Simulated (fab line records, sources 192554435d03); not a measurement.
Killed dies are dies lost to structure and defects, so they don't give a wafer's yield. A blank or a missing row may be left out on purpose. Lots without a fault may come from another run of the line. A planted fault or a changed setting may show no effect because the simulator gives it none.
One fault seen from 3 desks | flow n5_finfet | each desk has only its own numbers; what lay behind them comes last

THE METROLOGY DESK
What the gauges read, lot by lot, whatever tool the lot ran on: means of the sampled wafers that have a number. A lot is out of limits, marked OUT, if its mean lies more than 4 standard deviations from the usual mean; the brackets give that distance.
Columns: A = M8_THK at N5_BEOL_M8_THK_MEAS_53, usual 81.1 nm; B = M8_RS at N5_BEOL_M8_RS_MEAS_57, usual 0.280 ohm/sq; C = M9_ILD_THK at N5_BEOL_M9_THK_MEAS_01, usual 269 nm; D = cd_nm at N5_BEOL_M9_CD_MEAS_11, usual 63.8 nm; E = M9_OVL at N5_BEOL_M9_OVL_MEAS_12, usual -0.4 nm
lot  | first seen here | A    | B     | C   | D    | E
L245 | day 9 20:00     | 84.5 | 0.270 | 271 | 63.9 | -1.0
L248 | day 10 05:16    | 81.6 | 0.282 | 270 | 64.0 | 0.3
L252 | day 10 20:59    | 83.5 | 0.271 | 269 | 63.7 | -0.1
L257 | day 12 22:41    | 82.0 | 0.275 | 268 | 64.3 | 0.2
L261 | day 13 11:09    | 82.4 | 0.277 | 267 | 64.3 | -0.3
L266 | day 14 18:23    | 79.7 | 0.287 | 266 | 64.1 | -1.2
This desk's finding: nothing out of limits on any of the 6 lots.

THE TOOL OWNER'S DESK: litho_track-03
The tool's own readings at N5_BEOL_M9_COAT_05 (resist thk 90 nm): means of the sampled wafers that have a number, for each lot that ran on this tool. A lot is out of limits, marked OUT, if its mean lies more than 4 standard deviations from the usual mean; the brackets give that distance.
Columns: A = spin_speed_rpm at N5_BEOL_M9_COAT_05, usual 1500.1 rpm
lot  | first seen here | A
L252 | day 10 22:43    | 1499.7
L257 | day 13 00:34    | 1561.7 (+56) OUT
L261 | day 13 16:40    | 1562.3 (+57) OUT
This desk's finding: out of limits on L257, L261; first on L257, day 13 00:34 (spin_speed_rpm at N5_BEOL_M9_COAT_05). In limits: L252.

THE DEFECT DESK
What the inspections along the route counted, lot by lot: means of the sampled wafers that have a number. A lot is out of limits, marked OUT, if its mean lies more than 4 standard deviations from the usual mean; the brackets give that distance.
Columns: A = raw_defect_count at N5_BEOL_M8_INSPECT_58, usual 75; B = raw_defect_count at N5_BEOL_M9_INSPECT_13, usual 396
lot  | first seen here | A   | B
L245 | day 9 20:11     | 47  | 310
L248 | day 10 05:26    | 57  | 310
L252 | day 10 21:09    | 104 | 473
L257 | day 12 22:50    | 59  | 436
L261 | day 13 11:20    | 38  | 312
L266 | day 14 18:32    | 69  | 437
This desk's finding: nothing out of limits on any of the 6 lots.

PUT TOGETHER
The tool owner's desk could have raised an alarm at day 13 00:34, on L257, L261.
The metrology desk saw nothing out of limits.
The defect desk saw nothing out of limits.
The metrology desk has L257, L261 on record, within its limits.
The defect desk has L257, L261 on record, within its limits.
Of the lots named, all ran N5_BEOL_M9_COAT_05 on litho_track-03.

WHAT THE SIMULATOR HAD PUT IN
Process parameter drift: litho_track-03, from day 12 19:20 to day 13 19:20, at N5_BEOL_M9_COAT_05. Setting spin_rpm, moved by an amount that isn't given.
Lots struck among those shown: L257, L261.
Hours from the fault's start to each desk's first reading out of limits: the tool owner's desk, 5.
